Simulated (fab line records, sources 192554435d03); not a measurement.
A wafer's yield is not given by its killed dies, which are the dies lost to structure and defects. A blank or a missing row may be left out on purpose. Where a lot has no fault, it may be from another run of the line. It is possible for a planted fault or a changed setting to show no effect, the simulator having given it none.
Matching of chambers / flow n5-finfet / N5_BEOL_M2_ETCH_74 on rie-diel-02 has 4 sister chambers
The step etches underlayer in N2/H2, target depth 6.5 nm, time 5.2 s. 39 wafers are shown with their chamber, then 12 later ones without.

WAFERS WITH THEIR CHAMBER
wafer=L074.2; chamber=1; drypump-motor-current-A (A)=6.5; showerhead-plenum-p-Torr (Torr)=2.71; throttle-valve-pct (%)=17.46
wafer=L074.5; chamber=1; drypump-motor-current-A (A)=6.5; showerhead-plenum-p-Torr (Torr)=2.71; throttle-valve-pct (%)=17.46
wafer=L074.6; chamber=2; drypump-motor-current-A (A)=5.7; showerhead-plenum-p-Torr (Torr)=2.59; throttle-valve-pct (%)=17.99
wafer=L075.2; chamber=3; drypump-motor-current-A (A)=6.0; showerhead-plenum-p-Torr (Torr)=2.70; throttle-valve-pct (%)=17.68
wafer=L075.3; chamber=2; drypump-motor-current-A (A)=5.7; showerhead-plenum-p-Torr (Torr)=2.59; throttle-valve-pct (%)=18.01
wafer=L075.5; chamber=1; drypump-motor-current-A (A)=6.5; showerhead-plenum-p-Torr (Torr)=2.71; throttle-valve-pct (%)=17.45
wafer=L077.1; chamber=1; drypump-motor-current-A (A)=6.5; showerhead-plenum-p-Torr (Torr)=2.71; throttle-valve-pct (%)=17.45
wafer=L077.2; chamber=2; drypump-motor-current-A (A)=5.7; showerhead-plenum-p-Torr (Torr)=2.58; throttle-valve-pct (%)=18.00
wafer=L077.5; chamber=2; drypump-motor-current-A (A)=5.7; showerhead-plenum-p-Torr (Torr)=2.58; throttle-valve-pct (%)=18.03
wafer=L078.1; chamber=2; drypump-motor-current-A (A)=5.6; showerhead-plenum-p-Torr (Torr)=2.58; throttle-valve-pct (%)=18.00
wafer=L078.4; chamber=3; drypump-motor-current-A (A)=6.0; showerhead-plenum-p-Torr (Torr)=2.69; throttle-valve-pct (%)=17.73
wafer=L078.6; chamber=1; drypump-motor-current-A (A)=6.5; showerhead-plenum-p-Torr (Torr)=2.71; throttle-valve-pct (%)=17.48
wafer=L079.2; chamber=0; drypump-motor-current-A (A)=6.2; showerhead-plenum-p-Torr (Torr)=2.62; throttle-valve-pct (%)=17.54
wafer=L079.3; chamber=3; drypump-motor-current-A (A)=6.0; showerhead-plenum-p-Torr (Torr)=2.69; throttle-valve-pct (%)=17.71
wafer=L079.4; chamber=1; drypump-motor-current-A (A)=6.6; showerhead-plenum-p-Torr (Torr)=2.71; throttle-valve-pct (%)=17.47
wafer=L080.1; chamber=3; drypump-motor-current-A (A)=6.0; showerhead-plenum-p-Torr (Torr)=2.69; throttle-valve-pct (%)=17.72
wafer=L080.3; chamber=0; drypump-motor-current-A (A)=6.2; showerhead-plenum-p-Torr (Torr)=2.62; throttle-valve-pct (%)=17.53
wafer=L080.4; chamber=2; drypump-motor-current-A (A)=5.7; showerhead-plenum-p-Torr (Torr)=2.58; throttle-valve-pct (%)=18.04
wafer=L081.2; chamber=1; drypump-motor-current-A (A)=6.5; showerhead-plenum-p-Torr (Torr)=2.71; throttle-valve-pct (%)=17.48
wafer=L081.5; chamber=3; drypump-motor-current-A (A)=6.0; showerhead-plenum-p-Torr (Torr)=2.69; throttle-valve-pct (%)=17.74
wafer=L081.6; chamber=2; drypump-motor-current-A (A)=5.7; showerhead-plenum-p-Torr (Torr)=2.58; throttle-valve-pct (%)=18.01
wafer=L082.1; chamber=3; drypump-motor-current-A (A)=6.0; showerhead-plenum-p-Torr (Torr)=2.69; throttle-valve-pct (%)=17.70
wafer=L082.5; chamber=1; drypump-motor-current-A (A)=6.5; showerhead-plenum-p-Torr (Torr)=2.71; throttle-valve-pct (%)=17.47
wafer=L082.6; chamber=2; drypump-motor-current-A (A)=5.6; showerhead-plenum-p-Torr (Torr)=2.58; throttle-valve-pct (%)=18.04
wafer=L084.1; chamber=2; drypump-motor-current-A (A)=5.6; showerhead-plenum-p-Torr (Torr)=2.58; throttle-valve-pct (%)=18.04
wafer=L084.3; chamber=1; drypump-motor-current-A (A)=6.5; showerhead-plenum-p-Torr (Torr)=2.70; throttle-valve-pct (%)=17.49
wafer=L084.6; chamber=0; drypump-motor-current-A (A)=6.3; showerhead-plenum-p-Torr (Torr)=2.62; throttle-valve-pct (%)=17.60
wafer=L086.3; chamber=3; drypump-motor-current-A (A)=6.0; showerhead-plenum-p-Torr (Torr)=2.69; throttle-valve-pct (%)=17.74
wafer=L086.4; chamber=1; drypump-motor-current-A (A)=6.5; showerhead-plenum-p-Torr (Torr)=2.70; throttle-valve-pct (%)=17.52
wafer=L086.5; chamber=1; drypump-motor-current-A (A)=6.5; showerhead-plenum-p-Torr (Torr)=2.70; throttle-valve-pct (%)=17.49
wafer=L088.1; chamber=2; drypump-motor-current-A (A)=5.7; showerhead-plenum-p-Torr (Torr)=2.57; throttle-valve-pct (%)=18.03
wafer=L088.3; chamber=0; drypump-motor-current-A (A)=6.3; showerhead-plenum-p-Torr (Torr)=2.61; throttle-valve-pct (%)=17.59
wafer=L088.6; chamber=0; drypump-motor-current-A (A)=6.2; showerhead-plenum-p-Torr (Torr)=2.61; throttle-valve-pct (%)=17.56
wafer=L089.1; chamber=3; drypump-motor-current-A (A)=6.0; showerhead-plenum-p-Torr (Torr)=2.69; throttle-valve-pct (%)=17.73
wafer=L089.3; chamber=1; drypump-motor-current-A (A)=6.5; showerhead-plenum-p-Torr (Torr)=2.70; throttle-valve-pct (%)=17.51
wafer=L089.5; chamber=2; drypump-motor-current-A (A)=5.7; showerhead-plenum-p-Torr (Torr)=2.57; throttle-valve-pct (%)=18.07
wafer=L091.1; chamber=0; drypump-motor-current-A (A)=6.3; showerhead-plenum-p-Torr (Torr)=2.61; throttle-valve-pct (%)=17.56
wafer=L091.5; chamber=2; drypump-motor-current-A (A)=5.7; showerhead-plenum-p-Torr (Torr)=2.57; throttle-valve-pct (%)=18.09
wafer=L091.6; chamber=3; drypump-motor-current-A (A)=6.0; showerhead-plenum-p-Torr (Torr)=2.68; throttle-valve-pct (%)=17.76

SIGNATURES, as means of the wafers listed above
reading=drypump-motor-current-A; chamber 0=6.250; chamber 1=6.508; chamber 2=5.675; chamber 3=6.000; scatter within a chamber=0.0365
reading=showerhead-plenum-p-Torr; chamber 0=2.6150; chamber 1=2.7067; chamber 2=2.5792; chamber 3=2.6900; scatter within a chamber=0.00563
reading=throttle-valve-pct; chamber 0=17.5633; chamber 1=17.4775; chamber 2=18.0292; chamber 3=17.7233; scatter within a chamber=0.0259
Rule: a wafer lies at a distance from a chamber equal to the root of the sum of squares, over the readings, of (its reading less the chamber's mean, divided by the reading's scatter). The wafer belongs to the nearest chamber; if the next one is less than 2 further off, it can't be placed. The scatter: take each reading less its chamber's mean, square it, sum over the shown wafers, divide by the number of wafers less the number of chambers, and take the root.

WAFERS WITH NO CHAMBER GIVEN
wafer=L092.4; drypump-motor-current-A (A)=6.5; showerhead-plenum-p-Torr (Torr)=2.70; throttle-valve-pct (%)=17.51
wafer=L092.5; drypump-motor-current-A (A)=6.0; showerhead-plenum-p-Torr (Torr)=2.68; throttle-valve-pct (%)=17.78
wafer=L092.6; drypump-motor-current-A (A)=5.6; showerhead-plenum-p-Torr (Torr)=2.57; throttle-valve-pct (%)=18.07
wafer=L093.2; drypump-motor-current-A (A)=6.5; showerhead-plenum-p-Torr (Torr)=2.70; throttle-valve-pct (%)=17.52
wafer=L093.4; drypump-motor-current-A (A)=6.3; showerhead-plenum-p-Torr (Torr)=2.61; throttle-valve-pct (%)=17.58
wafer=L093.5; drypump-motor-current-A (A)=5.7; showerhead-plenum-p-Torr (Torr)=2.57; throttle-valve-pct (%)=18.05
wafer=L095.1; drypump-motor-current-A (A)=6.2; showerhead-plenum-p-Torr (Torr)=2.61; throttle-valve-pct (%)=17.60
wafer=L095.4; drypump-motor-current-A (A)=6.5; showerhead-plenum-p-Torr (Torr)=2.70; throttle-valve-pct (%)=17.52
wafer=L095.5; drypump-motor-current-A (A)=6.5; showerhead-plenum-p-Torr (Torr)=2.70; throttle-valve-pct (%)=17.51
wafer=L097.4; drypump-motor-current-A (A)=6.0; showerhead-plenum-p-Torr (Torr)=2.68; throttle-valve-pct (%)=17.76
wafer=L097.5; drypump-motor-current-A (A)=6.3; showerhead-plenum-p-Torr (Torr)=2.61; throttle-valve-pct (%)=17.60
wafer=L097.6; drypump-motor-current-A (A)=6.5; showerhead-plenum-p-Torr (Torr)=2.69; throttle-valve-pct (%)=17.53

WHICH CHAMBER EACH ONE RAN IN
wafer=L092.4; from the rows above=1; in truth=1
wafer=L092.5; from the rows above=3; in truth=3
wafer=L092.6; from the rows above=2; in truth=2
wafer=L093.2; from the rows above=1; in truth=1
wafer=L093.4; from the rows above=0; in truth=0
wafer=L093.5; from the rows above=2; in truth=2
wafer=L095.1; from the rows above=0; in truth=0
wafer=L095.4; from the rows above=1; in truth=1
wafer=L095.5; from the rows above=1; in truth=1
wafer=L097.4; from the rows above=3; in truth=3
wafer=L097.5; from the rows above=0; in truth=0
wafer=L097.6; from the rows above=1; in truth=1
Placed correctly: 12 of 12. Number that these rows cannot place: 0. 0 placed wrongly.
